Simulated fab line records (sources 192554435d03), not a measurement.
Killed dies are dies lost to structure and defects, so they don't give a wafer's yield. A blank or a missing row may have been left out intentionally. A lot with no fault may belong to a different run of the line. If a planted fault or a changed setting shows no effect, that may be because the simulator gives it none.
Chamber matching || flow n5Finfet || N5_BEOL_M3_DESCUM_33 on rieDiel-05: 4 sister chambers
The step chemistry O2, time 7 s. 4 wafers are shown with their chamber, then 9 later ones without.

WAFERS, EACH WITH ITS CHAMBER
{"wafer": "L083.6", "chamber": 2, "drypumpMotorCurrentA (A)": 5.8}
{"wafer": "L087.5", "chamber": 3, "drypumpMotorCurrentA (A)": 6.3}
{"wafer": "L089.3", "chamber": 0, "drypumpMotorCurrentA (A)": 5.3}
{"wafer": "L089.5", "chamber": 1, "drypumpMotorCurrentA (A)": 5.1}

WAFERS MISSING THEIR CHAMBER
{"wafer": "L093.2", "drypumpMotorCurrentA (A)": 5.3}
{"wafer": "L093.3", "drypumpMotorCurrentA (A)": 6.3}
{"wafer": "L093.6", "drypumpMotorCurrentA (A)": 5.9}
{"wafer": "L095.4", "drypumpMotorCurrentA (A)": 6.3}
{"wafer": "L095.5", "drypumpMotorCurrentA (A)": 6.3}
{"wafer": "L095.6", "drypumpMotorCurrentA (A)": 5.3}
{"wafer": "L097.2", "drypumpMotorCurrentA (A)": 5.8}
{"wafer": "L097.3", "drypumpMotorCurrentA (A)": 5.1}
{"wafer": "L097.6", "drypumpMotorCurrentA (A)": 5.9}

CHAMBER TAKEN BY EACH
{"wafer": "L093.2", "from the rows above": 0, "in truth": 0}
{"wafer": "L093.3", "from the rows above": 3, "in truth": 3}
{"wafer": "L093.6", "from the rows above": 2, "in truth": 2}
{"wafer": "L095.4", "from the rows above": 3, "in truth": 3}
{"wafer": "L095.5", "from the rows above": 3, "in truth": 3}
{"wafer": "L095.6", "from the rows above": 0, "in truth": 0}
{"wafer": "L097.2", "from the rows above": 2, "in truth": 2}
{"wafer": "L097.3", "from the rows above": 1, "in truth": 1}
{"wafer": "L097.6", "from the rows above": 2, "in truth": 2}
Correctly placed: 9 of 9. Number that these rows cannot place: 0. Wrongly placed: 0.
How it was worked out, from the rows above alone: a wafer's distance from a chamber is the root of the sum, over the readings, of the square of ((its reading less the chamber's mean) divided by the reading's scatter). If the next closest chamber is less than 2 further off than the closest, the wafer can't be placed; otherwise it belongs to the closest. A chamber's mean is the mean of its shown wafers. The scatter: root of mean squared gap, hidden wafer to nearest shown wafer, with one shown wafer a chamber.
